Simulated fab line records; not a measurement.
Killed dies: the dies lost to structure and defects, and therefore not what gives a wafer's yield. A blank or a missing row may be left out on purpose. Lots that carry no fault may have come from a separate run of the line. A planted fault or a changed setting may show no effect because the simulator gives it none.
Which tool is to blame? -- flow n5Finfet -- 24 lots, 72 wafers sampled, at 5 steps of a route of 1938

== WHAT THE GAUGES READ, wafer by wafer ==
N5_BEOL_M4_CD_MEAS_11 targets a cd of 16.79 nm.
lot,measured,on,cdNm (nm)
L074,day 8 10:53,cdSem-03,16.87 16.65 16.70
L075,day 8 15:46,cdSem-03,17.03 16.94 16.70
L076,day 9 05:34,cdSem-01,17.29 17.21 17.30
L077,day 9 06:23,cdSem-01,16.83 16.97 17.15
L078,day 9 09:28,cdSem-03,16.86 17.03 17.02
L079,day 9 10:25,cdSem-01,17.01 17.07 17.13
L080,day 10 07:19,cdSem-01,16.52 16.77 16.79
L081,day 10 07:22,cdSem-02,16.82 16.55 16.57
L082,day 10 12:09,cdSem-03,17.03 16.86 16.93
L085,day 10 15:59,cdSem-01,16.58 16.41 16.76
L083,day 10 17:07,cdSem-02,16.79 17.03 16.90
L084,day 11 03:07,cdSem-03,16.63 16.89 16.94
L087,day 11 08:05,cdSem-02,17.12 16.94 16.91
L086,day 11 13:29,cdSem-02,17.09 16.86 16.56
L089,day 11 15:25,cdSem-02,16.91 16.64 16.70
L088,day 11 23:14,cdSem-03,16.94 17.13 16.98
L090,day 12 03:14,cdSem-03,16.51 16.80 17.02
L091,day 12 06:56,cdSem-02,16.43 17.24 16.71
L092,day 13 07:53,cdSem-01,16.84 16.62 17.00
L094,day 13 08:05,cdSem-01,16.97 16.43 17.11
L093,day 13 09:19,cdSem-01,16.80 17.16 16.80
L095,day 13 22:58,cdSem-01,17.10 16.60 17.12
L096,day 14 00:18,cdSem-01,16.67 16.92 17.32
L097,day 14 09:56,cdSem-01,16.64 16.82 16.69

N5_BEOL_M4_INSPECT_13: inspects for defects (brightfield).
lot,measured,on,rawDefectCount
L074,day 8 10:58,defectInspect-01,397 289 421
L075,day 8 15:52,defectInspect-01,314 340 340
L076,day 9 05:39,defectInspect-02,303 449 413
L077,day 9 06:28,defectInspect-02,476 466 405
L078,day 9 09:34,defectInspect-02,441 377 537
L079,day 9 10:30,defectInspect-02,404 402 479
L080,day 10 07:25,defectInspect-02,505 448 415
L081,day 10 07:27,defectInspect-01,387 443 311
L082,day 10 12:14,defectInspect-02,516 323 285
L085,day 10 16:04,defectInspect-02,303 439 550
L083,day 10 17:13,defectInspect-01,443 331 386
L084,day 11 03:11,defectInspect-02,357 395 576
L087,day 11 08:11,defectInspect-02,352 487 628
L086,day 11 13:34,defectInspect-02,451 597 470
L089,day 11 15:31,defectInspect-02,317 419 303
L088,day 11 23:19,defectInspect-02,396 420 485
L090,day 12 03:19,defectInspect-02,527 582 548
L091,day 12 07:01,defectInspect-02,655 712 583
L092,day 13 07:58,defectInspect-02,361 321 371
L094,day 13 08:10,defectInspect-02,544 510 896
L093,day 13 09:25,defectInspect-01,298 221 259
L095,day 13 23:03,defectInspect-02,516 507 436
L096,day 14 00:24,defectInspect-01,655 392 582
L097,day 14 10:01,defectInspect-01,360 303 312

N5_BEOL_M4_RC_MEAS_101.
lot,measured,on,DIBL_N (mV/V),DIBL_P (mV/V),IOFF_N (nA/um),IOFF_P (nA/um),ION_N (uA/um),ION_P (uA/um),SS_N (mV/dec),SS_P (mV/dec),VT_N (mV),VT_P (mV)
L074,day 9 13:23,prober-02,37.6 35.0 36.7,37.7 34.2 37.0,0.208 0.148 0.181,0.24 0.19 0.23,694 678 676,467 468 460,71.5 71.5 71.1,74.4 73.2 73.8,245 247 247,-250 -250 -248
L075,day 9 16:58,prober-02,36.0 39.0 35.8,33.8 39.3 34.8,0.128 0.195 0.135,0.19 0.27 0.20,644 685 658,452 472 451,70.7 71.7 71.0,72.8 73.7 73.5,254 249 253,-255 -247 -252
L076,day 9 19:17,prober-02,40.0 35.2 35.3,39.3 33.5 33.8,0.244 0.147 0.142,0.29 0.18 0.19,701 679 672,475 459 459,72.2 70.7 71.1,74.9 73.0 73.3,244 249 251,-246 -251 -251
L077,day 10 01:29,prober-01,33.4 35.9 33.6,31.8 34.4 31.7,0.111 0.152 0.112,0.16 0.20 0.16,658 693 679,455 473 467,70.3 70.8 70.9,72.7 72.9 72.5,254 248 253,-255 -249 -254
L078,day 10 13:10,prober-01,36.8 36.6 37.4,34.7 35.0 35.3,0.162 0.168 0.169,0.22 0.23 0.23,686 684 670,473 465 464,71.3 71.1 71.2,73.4 73.3 72.9,246 245 247,-247 -246 -248
L079,day 10 16:06,prober-02,36.2 38.4 38.0,36.1 37.5 37.2,0.169 0.224 0.212,0.23 0.26 0.26,684 684 685,462 466 470,71.8 72.4 72.3,73.3 74.9 74.6,250 246 244,-249 -246 -248
L080,day 11 00:16,prober-01,34.5 35.3 35.4,34.7 34.3 34.9,0.136 0.138 0.137,0.18 0.16 0.17,683 655 667,459 444 452,70.8 71.7 71.6,73.2 73.0 72.5,250 251 249,-252 -254 -254
L081,day 11 03:11,prober-01,36.5 34.9 35.6,36.5 34.3 35.2,0.151 0.124 0.141,0.23 0.20 0.22,683 667 663,471 464 460,70.4 71.1 70.9,72.7 73.2 73.1,249 254 252,-248 -251 -249
L082,day 11 04:52,prober-01,35.7 36.1 36.9,34.9 36.7 36.5,0.159 0.173 0.179,0.24 0.28 0.27,678 685 678,474 478 478,70.0 70.5 71.5,72.7 73.2 73.3,251 250 248,-242 -245 -244
L085,day 11 12:04,prober-02,34.5 36.2 36.2,35.2 36.6 37.0,0.138 0.164 0.176,0.19 0.21 0.23,680 684 688,469 470 476,71.0 71.9 71.5,72.1 73.2 72.6,252 245 245,-249 -251 -247
L083,day 11 17:14,prober-01,33.2 35.7 34.5,31.2 34.0 32.1,0.101 0.127 0.107,0.13 0.16 0.14,667 663 642,457 454 443,70.6 71.1 71.7,72.3 73.0 72.6,255 255 258,-259 -256 -259
L084,day 12 09:45,prober-02,34.7 35.7 36.0,34.5 34.6 35.6,0.137 0.144 0.157,0.19 0.18 0.20,675 661 668,467 455 453,71.1 71.6 72.3,72.2 72.4 72.8,248 249 247,-250 -253 -251
L087,day 12 10:01,prober-01,34.9 36.3 35.1,34.6 36.4 35.1,0.118 0.145 0.135,0.14 0.17 0.15,650 670 675,444 449 459,71.2 71.8 71.4,73.0 73.2 73.2,257 253 252,-257 -255 -258
L086,day 12 11:02,prober-02,36.2 37.6 38.2,37.6 39.2 39.5,0.172 0.200 0.204,0.23 0.27 0.27,702 708 692,483 481 474,71.0 72.1 71.3,73.5 74.2 74.7,249 245 245,-249 -250 -249
L089,day 12 12:54,prober-01,38.0 34.2 36.3,38.6 34.1 35.9,0.177 0.116 0.141,0.21 0.15 0.18,685 669 666,464 459 455,71.6 70.7 71.8,73.8 71.3 72.8,247 253 254,-251 -256 -251
L088,day 13 03:49,prober-02,33.8 37.7 32.5,33.2 38.7 32.0,0.129 0.219 0.116,0.17 0.25 0.15,678 695 671,465 464 461,70.3 72.5 70.9,72.9 74.6 72.7,249 243 254,-253 -246 -254
L090,day 13 04:33,prober-01,33.9 35.4 35.3,34.0 34.9 35.1,0.114 0.128 0.133,0.19 0.20 0.21,666 654 672,461 456 468,70.4 70.9 70.9,73.0 72.7 72.8,253 254 252,-250 -251 -250
L091,day 13 19:41,prober-01,36.0 36.1 35.5,36.3 35.9 35.3,0.141 0.144 0.136,0.21 0.22 0.21,678 670 664,466 460 463,71.5 71.0 71.3,74.2 73.0 73.2,252 250 253,-247 -248 -248
L092,day 14 01:10,prober-01,34.8 35.3 35.4,34.1 34.8 35.1,0.139 0.144 0.147,0.19 0.19 0.20,680 671 667,466 457 456,70.9 70.9 71.1,72.9 72.8 73.9,250 251 249,-251 -251 -253
L094,day 14 03:45,prober-02,38.4 35.2 35.5,38.3 34.8 34.9,0.216 0.145 0.156,0.26 0.21 0.21,694 676 684,470 467 465,71.6 71.3 71.2,73.8 72.8 72.8,246 251 251,-246 -248 -250
L093,day 14 03:41,prober-01,36.5 35.2 34.0,35.9 34.7 34.3,0.157 0.133 0.127,0.23 0.21 0.20,671 681 683,466 476 477,71.4 70.9 71.1,72.8 72.9 72.5,248 253 251,-249 -249 -251
L095,day 14 09:38,prober-02,36.3 34.6 37.7,36.8 35.0 38.3,0.149 0.125 0.171,0.21 0.17 0.22,681 665 680,467 463 469,71.3 71.1 71.8,72.9 73.0 73.6,248 251 250,-253 -256 -250
L096,day 14 13:03,prober-02,37.0 38.2 36.7,38.1 39.0 37.3,0.190 0.210 0.182,0.24 0.25 0.23,696 696 685,478 474 468,70.9 71.6 71.7,74.2 73.7 73.2,244 242 248,-249 -248 -246
L097,day 15 06:53,prober-02,37.4 37.5 36.9,38.5 37.4 37.8,0.181 0.181 0.172,0.25 0.24 0.24,683 694 696,464 476 480,72.0 72.1 71.8,73.1 73.9 73.8,248 246 249,-249 -248 -249

== TOOL THAT RAN EACH LOT (tool first, then ch and the chambers of the sampled wafers, then the start) ==
lot,N5_BEOL_M4_VIA_ETCH_34,N5_BEOL_M4_SPUTTER_81
L074,"rieDiel-01 ch 1,3, day 9 06:10","pvdSputter-03, day 9 10:58"
L075,"rieDiel-01 ch 0,1,3, day 9 13:01","pvdSputter-03, day 9 14:33"
L076,"rieDiel-01 ch 0,1,3, day 9 13:29","pvdSputter-01, day 9 16:43"
L077,"rieDiel-01 ch 0,1,3, day 9 21:10","pvdSputter-02, day 9 22:55"
L078,"rieDiel-01 ch 1,2, day 10 08:52","pvdSputter-03, day 10 10:44"
L079,"rieDiel-01 ch 0,1,2, day 10 11:19","pvdSputter-03, day 10 13:41"
L080,"rieDiel-01 ch 0,2,3, day 10 19:44","pvdSputter-02, day 10 21:50"
L081,"rieDiel-05 ch 0,3, day 10 22:40","pvdSputter-02, day 11 00:36"
L082,"rieDiel-01 ch 0,1,2, day 10 23:08","pvdSputter-02, day 11 02:26"
L085,"rieDiel-01 ch 0,1,2, day 11 07:09","pvdSputter-03, day 11 09:29"
L083,"rieDiel-01 ch 0,2,3, day 11 12:50","pvdSputter-03, day 11 14:41"
L084,"rieDiel-01 ch 0,1,2, day 12 04:58","pvdSputter-02, day 12 07:00"
L087,"rieDiel-01 ch 0,1,2, day 12 05:19","pvdSputter-01, day 12 07:13"
L086,"rieDiel-01 ch 0,2,3, day 12 05:41","pvdSputter-03, day 12 08:28"
L089,"rieDiel-03 ch 0,2,3, day 12 08:42","pvdSputter-01, day 12 10:29"
L088,"rieDiel-01 ch 0,1,3, day 12 22:36","pvdSputter-02, day 13 01:11"
L090,"rieDiel-01 ch 0,1,2, day 12 23:06","pvdSputter-03, day 13 01:31"
L091,"rieDiel-01 ch 1,2,3, day 13 14:31","pvdSputter-01, day 13 16:59"
L092,"rieDiel-03 ch 1,3, day 13 18:59","pvdSputter-03, day 13 22:34"
L094,"rieDiel-03 ch 1,3, day 13 23:23","pvdSputter-01, day 14 01:00"
L093,"rieDiel-01 ch 0,2,3, day 13 23:28","pvdSputter-02, day 14 01:07"
L095,"rieDiel-05 ch 0,1,2, day 14 04:07","pvdSputter-01, day 14 07:13"
L096,"rieDiel-01 ch 1,2, day 14 08:37","pvdSputter-03, day 14 10:36"
L097,"rieDiel-01 ch 1,2,3, day 15 02:38","pvdSputter-01, day 15 04:24"
- N5_BEOL_M4_VIA_ETCH_34: etches the open film in C4F6/O2, target depth 69.4 nm, time 65.9 s.
- N5_BEOL_M4_SPUTTER_81: material Cu, target thk 4.5 nm, time 8.29 s.

== AS READ BY THE TOOLS THEMSELVES (means over the sampled wafers that have a number; for cases with no such wafer, the mark the record gives instead) ==
N5_BEOL_M4_VIA_ETCH_34.
lot,tool,C4F6_flow_sccm (sccm),drypumpMotorCurrentA (A),oesProductAu (a.u.),rfVppV (V),showerheadPlenumPTorr (Torr),throttleValvePct (%)
L074,rieDiel-01,9.976,6.0,0.89,668,2.87,30.9
L075,rieDiel-01,10.034,6.0,0.88,671,2.87,30.9
L076,rieDiel-01,10.013,6.0,0.87,672,2.87,30.9
L077,rieDiel-01,9.995,6.0,0.87,671,2.86,30.9
L078,rieDiel-01,9.967,5.3,0.90,679,2.77,30.5
L079,rieDiel-01,10.001,5.5,0.88,672,2.77,30.6
L080,rieDiel-01,9.989,5.7,0.88,681,2.86,30.8
L081,rieDiel-05,9.982,5.6,0.83,660,2.72,30.9
L082,rieDiel-01,10.010,5.5,0.87,673,2.77,30.6
L085,rieDiel-01,9.992,5.5,0.87,672,2.77,30.6
L083,rieDiel-01,9.971,5.7,0.87,681,2.86,30.8
L084,rieDiel-01,10.007,5.5,0.85,673,2.77,30.6
L087,rieDiel-01,9.992,5.6,0.86,673,2.77,30.6
L086,rieDiel-01,10.007,5.8,0.86,681,2.86,30.8
L089,rieDiel-03,9.994,5.9,0.85,684,2.94,30.5
L088,rieDiel-01,9.997,6.0,0.83,672,2.85,31.0
L090,rieDiel-01,10.014,5.5,0.85,672,2.76,30.6
L091,rieDiel-01,9.987,5.8,0.84,677,2.84,30.8
L092,rieDiel-03,9.986,6.2,0.74,687,2.85,30.7
L094,rieDiel-03,10.004,5.7,0.78,687,2.92,30.8
L093,rieDiel-01,10.004,5.7,0.84,681,2.85,30.8
L095,rieDiel-05,10.017,5.6,0.79,661,2.79,30.8
L096,rieDiel-01,10.014,5.3,0.84,678,2.75,30.5
L097,rieDiel-01,9.974,5.8,0.83,677,2.84,30.8

N5_BEOL_M4_SPUTTER_81.
lot,tool,throttleValvePct (%)
L074,pvdSputter-03,29.0
L075,pvdSputter-03,28.3
L076,pvdSputter-01,31.7
L077,pvdSputter-02,29.6
L078,pvdSputter-03,29.1
L079,pvdSputter-03,29.7
L080,pvdSputter-02,29.8
L081,pvdSputter-02,29.4
L082,pvdSputter-02,29.5
L085,pvdSputter-03,29.3
L083,pvdSputter-03,28.2
L084,pvdSputter-02,29.9
L087,pvdSputter-01,29.7
L086,pvdSputter-03,30.4
L089,pvdSputter-01,31.1
L088,pvdSputter-02,29.4
L090,pvdSputter-03,28.7
L091,pvdSputter-01,31.7
L092,pvdSputter-03,29.3
L094,pvdSputter-01,31.1
L093,pvdSputter-02,28.7
L095,pvdSputter-01,31.6
L096,pvdSputter-03,29.7
L097,pvdSputter-01,31.1

== THE ANSWER, worked out from the rows above alone ==
Rule: the usual values come from the lots themselves. Put in order of their means at a reading, lots are off if they are a third of the lots or fewer, leave a main group of 4 or more, and stand apart from it by a gap of 3 or more times the standard deviation of the main group's means; of several such gaps the widest counts. The tables above print the reading to a certain number of digits; a main group whose means all agree to those digits is not used. Also off: a lot with no number at a reading for which 4 or more lots have one. The other lots that the step has rows for count as sound. The gauges are gone through in route order, then the tools' own readings, and for those a lot's mean is taken as printed above. The first step at which some lot is off is used, and at that step the reading that is off furthest; a lot without a number counts as furthest.
No lot is off at any reading shown: from this, nothing can be told.

== WHAT THE SIMULATOR HAD PUT IN ==
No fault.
